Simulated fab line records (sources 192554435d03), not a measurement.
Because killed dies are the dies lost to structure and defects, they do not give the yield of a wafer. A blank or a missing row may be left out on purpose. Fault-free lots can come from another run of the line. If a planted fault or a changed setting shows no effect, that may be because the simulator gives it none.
fab line records ; flow n5-finfet ; part 2 of 2: steps 22 to 26 of 26
record: lots: 5; wafers: 15; last-day: 17
route steps=1938 shown MOL_CONTACT_COAG@592
lots that met no fault: from a run of the same line without faults
start-h: hours from the record's first day to the start of the lot's first wafer shown ; wait-h: hours since the lot's step before ; " identical to the entry in the row above ; L1.1+2: a row that stands for several wafers ; - either no value or no given start ; * or withheld: withheld ; < > ~ a bound
route shown NAME@n: a module of which the file shows steps, and the number in the route of the first ; usual: the fault-free wafers' mean and standard deviation ; same: alike in all rows ; chamber/n: place in a boat ; sites: readings site by site ; _std_site: how widely they spread, as a standard deviation ; _edge_site: inner sites' mean taken away from outer sites' mean ; radius-mm: how far each site lies from the wafer's centre ; mask NAME#n: copy n ; behind: the last tool/chamber to shape the wafer ; hold: why the lot went on hold/how many hours it stayed there/how the hold came to an end ; device: transistor that didn't switch, given as n, p or np ; end of line: tests of these same wafers at the route's end ; for a step that has no rows: nothing shown but its recipe ; killed: the dies lost at the first sort to structure and to defects; this is not the yield of the wafer ; map: the dies of a wafer, with x for killed, . for not killed, _ for no die there
set.NAME: the setting that was run; set.NAME@STEP: the one run at that earlier step ; model.NAME: the simulator's own value behind a step, which no gauge read
a table for each step, a row for each wafer; lots at some steps of the route
services: when a tool's chamber went out of use (start-h, in hours from the record's first day, below 0 if earlier), for how many hours, and the reason
== steps ==
step: N5_MOL_CONTACT_COAG_ETCHBACK_136
recipe: chemistry: CHF3; target: SiO2; target-depth-a: 250; time-s: 16.7; ion-energy-ev: 200; pressure-mtorr: 30; source-w: 610; bias-w: 170; Ar_flow_sccm: 200; CHF3_flow_sccm: 50
usual: drypump-motor-current-A: 5.7/0.34; oes-product-au: 0.74/0.058; rf-vpp-V: 522/10; showerhead-plenum-p-Torr: 2.38/0.083; throttle-valve-pct: 18.77/0.22
lot.wafer;tool;chamber;start-h;wait-h;drypump-motor-current-A;oes-product-au;rf-hours-counter-h;rf-vpp-V;showerhead-plenum-p-Torr;throttle-valve-pct
L076.3;rie-diel-06;2;112.43;0.0;6.3;0.71;230;513;2.26;19.00
L076.4;rie-diel-06;0;112.43;0.0;5.8;0.74;151;518;2.48;18.80
L076.6;rie-diel-06;3;112.43;0.0;5.2;0.75;-;516;2.28;18.45
L080.1;rie-diel-02;3;138.03;0.0;5.6;0.74;194;522;2.36;19.20
L080.4;rie-diel-02;0;138.03;0.0;5.6;0.70;203;524;2.36;18.63
L080.5;rie-diel-02;0;138.03;0.0;5.6;0.70;-;524;2.36;18.62
L086.1;rie-diel-02;2;176.19;0.0;5.4;0.72;224;526;2.35;18.69
L086.2;rie-diel-02;3;176.19;0.0;5.6;0.73;209;520;2.36;19.21
L086.4;rie-diel-02;1;176.19;0.0;5.8;0.73;212;534;2.44;18.93
L092.3;rie-diel-06;1;206.98;0.0;5.4;0.72;217;545;2.37;19.12
L092.4;rie-diel-06;2;206.98;0.0;6.3;0.96;4;522;2.54;18.54
L092.6;rie-diel-06;1;206.98;0.0;5.4;0.72;-;545;2.37;19.13
L095.2;rie-diel-06;2;225.36;0.0;6.3;0.94;10;521;2.54;18.56
L095.4;rie-diel-06;0;225.36;0.0;5.8;0.73;194;518;2.46;18.88
L095.5;rie-diel-06;3;225.36;0.0;5.2;0.73;-;513;2.27;18.51
step: N5_MOL_CONTACT_COAG_STRIP_120
recipe: chemistry: CHF3; resist: SiARC; rf-frequency-hz: 6e+07
lot.wafer;tool;chamber;start-h;wait-h
L076.3+4+6;rie-diel-06;2,0,3;112.46;0.0
L080.1+4+5;rie-diel-02;3,0,0;138.05;0.0
L086.1+2+4;rie-diel-02;2,3,1;176.21;0.0
L092.3+4+6;rie-diel-06;1,2,1;207.01;0.0
L095.2+4+5;rie-diel-06;2,0,3;225.38;0.0
step: N5_MOL_CONTACT_COAG_VIA_ETCH_117
recipe: chemistry: C4F6/O2; target-depth-a: 400; overetch-a: 80; mask-material: SOC; target: SiO2; bias-w: 455; pressure-mtorr: 10; time-s: 26; source-w: 325; Ar_flow_sccm: 300; C4F6_flow_sccm: 10; O2_flow_sccm: 10; ion-energy-ev: 575.3; ends: end-point
usual: drypump-motor-current-A: 5.7/0.34; oes_o_777_au: 0.75/0.059; oes-product-au: 0.67/0.05; rf-vpp-V: 1581/28; showerhead-plenum-p-Torr: 2.84/0.099; throttle-valve-pct: 41.0/0.43
lot.wafer;tool;chamber;start-h;wait-h;drypump-motor-current-A;oes_o_777_au;oes-product-au;rf-hours-counter-h;rf-vpp-V;showerhead-plenum-p-Torr;throttle-valve-pct
L076.3;rie-diel-06;2;112.47;0.0;6.3;0.71;0.64;230;1557;2.71;41.7
L076.4;rie-diel-06;0;112.47;0.0;5.8;0.76;0.68;151;1572;2.96;41.4
L076.6;rie-diel-06;3;112.47;0.0;5.2;0.74;0.67;-;1561;2.71;40.5
L080.1;rie-diel-02;3;138.06;0.0;5.6;0.75;0.67;194;1574;2.82;41.1
L080.4;rie-diel-02;0;138.06;0.0;5.6;0.70;0.64;203;1589;2.81;40.4
L080.5;rie-diel-02;0;138.06;0.0;5.6;0.69;0.64;-;1589;2.81;40.4
L086.1;rie-diel-02;2;176.22;0.0;5.4;0.73;0.64;224;1590;2.81;40.8
L086.2;rie-diel-02;3;176.22;0.0;5.6;0.74;0.65;209;1574;2.81;41.1
L086.4;rie-diel-02;1;176.22;0.0;5.9;0.73;0.65;212;1608;2.91;41.1
L092.3;rie-diel-06;1;207.02;0.0;5.4;0.71;0.65;217;1645;2.82;41.7
L092.4;rie-diel-06;2;207.02;0.0;6.3;0.96;0.85;4;1583;3.04;40.6
L092.6;rie-diel-06;1;207.02;0.0;5.4;0.72;0.65;-;1644;2.82;41.7
L095.2;rie-diel-06;2;225.39;0.0;6.3;0.94;0.83;10;1583;3.03;40.6
L095.4;rie-diel-06;0;225.39;0.0;5.8;0.74;0.65;194;1572;2.94;41.4
L095.5;rie-diel-06;3;225.39;0.0;5.2;0.72;0.65;-;1558;2.70;40.6
step: N5_MOL_CONTACT_COAG_ETCH_124
recipe: chemistry: CH3F/O2; target: SiNx; target-depth-a: 65; mask-material: SOC; stop-on: SiOC; over-etch-frac: 0.3; ion-energy-ev: 120; pressure-mtorr: 30; source-w: 395; bias-w: 73; Ar_flow_sccm: 150; CH3F_flow_sccm: 30; O2_flow_sccm: 20; ends: end-point
usual: drypump-motor-current-A: 5.7/0.34; oes_o_777_au: 0.75/0.061; oes-product-au: 0.64/0.048; rf-vpp-V: 296/5.5; showerhead-plenum-p-Torr: 2.00/0.073; throttle-valve-pct: 16.38/0.21
lot.wafer;tool;chamber;start-h;wait-h;drypump-motor-current-A;oes_o_777_au;oes-product-au;rf-hours-counter-h;rf-vpp-V;showerhead-plenum-p-Torr;throttle-valve-pct
L076.3;rie-diel-06;2;112.49;0.0;6.3;0.72;0.60;230;292;1.90;16.63
L076.4;rie-diel-06;0;112.49;0.0;5.8;0.78;0.65;151;294;2.08;16.40
L076.6;rie-diel-06;3;112.49;0.0;5.2;0.74;0.64;-;293;1.91;16.05
L080.1;rie-diel-02;3;138.09;0.0;5.6;0.75;0.63;194;296;1.98;16.75
L080.4;rie-diel-02;0;138.09;0.0;5.6;0.69;0.61;203;296;1.98;16.29
L080.5;rie-diel-02;0;138.09;0.0;5.6;0.69;0.61;-;299;1.98;16.27
L086.1;rie-diel-02;2;176.25;0.0;5.4;0.72;0.61;224;299;1.97;16.33
L086.2;rie-diel-02;3;176.25;0.0;5.5;0.74;0.62;209;294;1.98;16.79
L086.4;rie-diel-02;1;176.25;0.0;5.9;0.72;0.62;212;301;2.06;16.52
L092.3;rie-diel-06;1;207.05;0.0;5.5;0.71;0.62;217;308;1.98;16.70
L092.4;rie-diel-06;2;207.05;0.0;6.3;0.97;0.82;5;296;2.14;16.13
L092.6;rie-diel-06;1;207.05;0.0;5.4;0.71;0.62;-;308;1.98;16.69
L095.2;rie-diel-06;2;225.42;0.0;6.2;0.94;0.79;10;296;2.14;16.16
L095.4;rie-diel-06;0;225.42;0.0;5.8;0.74;0.62;194;296;2.07;16.51
L095.5;rie-diel-06;3;225.42;0.0;5.3;0.72;0.62;-;293;1.90;16.11
step: N5_MOL_CONTACT_COAG_ETCH_48
recipe: chemistry: C4F6/O2; target-depth-a: 150; overetch-a: 45; mask-material: SOC; target: SiOC; bias-w: 465; pressure-mtorr: 10; time-s: 17; source-w: 335; Ar_flow_sccm: 300; C4F6_flow_sccm: 10; O2_flow_sccm: 10; ion-energy-ev: 576
usual: drypump-motor-current-A: 5.7/0.34; oes_o_777_au: 0.75/0.059; oes-product-au: 0.64/0.055; rf-vpp-V: 1583/28; showerhead-plenum-p-Torr: 2.84/0.099; throttle-valve-pct: 40.6/0.42
lot.wafer;tool;chamber;start-h;wait-h;drypump-motor-current-A;oes_o_777_au;oes-product-au;rf-hours-counter-h;rf-vpp-V;showerhead-plenum-p-Torr;throttle-valve-pct
L076.3;rie-diel-06;2;112.53;0.0;6.3;0.71;0.62;230;1560;2.71;41.2
L076.4;rie-diel-06;0;112.53;0.0;5.8;0.76;0.61;151;1575;2.96;40.9
L076.6;rie-diel-06;3;112.53;0.0;5.2;0.73;0.64;-;1563;2.71;40.1
L080.1;rie-diel-02;3;138.13;0.0;5.6;0.75;0.68;194;1578;2.82;40.7
L080.4;rie-diel-02;0;138.13;0.0;5.6;0.71;0.65;203;1589;2.81;40.0
L080.5;rie-diel-02;0;138.13;0.0;5.6;0.70;0.65;-;1591;2.81;40.0
L086.1;rie-diel-02;2;176.29;0.0;5.4;0.73;0.61;224;1592;2.80;40.3
L086.2;rie-diel-02;3;176.29;0.0;5.6;0.74;0.61;209;1576;2.81;40.7
L086.4;rie-diel-02;1;176.29;0.0;5.9;0.73;0.59;212;1609;2.91;40.6
L092.3;rie-diel-06;1;207.09;0.0;5.5;0.71;0.63;217;1646;2.82;41.2
L092.4;rie-diel-06;2;207.09;0.0;6.3;0.96;0.80;5;1586;3.04;40.2
L092.6;rie-diel-06;1;207.09;0.0;5.4;0.71;0.62;-;1647;2.82;41.3
L095.2;rie-diel-06;2;225.46;0.0;6.3;0.94;0.79;10;1586;3.03;40.2
L095.4;rie-diel-06;0;225.46;0.0;5.8;0.74;0.65;194;1574;2.94;41.0
L095.5;rie-diel-06;3;225.46;0.0;5.2;0.72;0.65;-;1563;2.70;40.1
== services ==
tool;chamber;start-h;hours;kind
euv-scanner-02;-;91.50;1.0;pm
ald-sin-02;-;95.70;6.0;pm
rie-diel-06;3;119.33;22.6;repair
ald-sin-02;3;123.38;3.3;repair
euv-scanner-01;-;132.75;1.0;pm
ald-sin-04;1;137.93;12.3;repair
ald-sin-02;-;140.54;0.7;repair
rie-diel-02;1;146.47;3.9;repair
euv-scanner-02;-;147.65;1.0;pm
rie-diel-06;2;165.55;-;clean
rie-diel-06;2;165.55;-;consumable-replace:focus-ring
rie-diel-06;2;165.55;-;consumable-replace:showerhead
rie-diel-06;2;165.55;25.6;scheduled-down
euv-scanner-02;-;166.41;4.6;pm
ald-sin-04;-;173.10;6.0;pm
ald-sin-04;-;179.10;14.0;pm
euv-scanner-02;-;183.17;1.1;repair
rie-diel-02;3;185.18;6.4;repair
euv-scanner-01;-;187.69;1.0;repair
euv-scanner-01;-;188.90;1.0;pm
euv-scanner-02;-;192.83;1.5;repair
euv-scanner-02;-;196.34;3.4;repair
euv-scanner-02;-;203.80;1.0;pm
ald-sin-02;-;212.74;1.2;repair
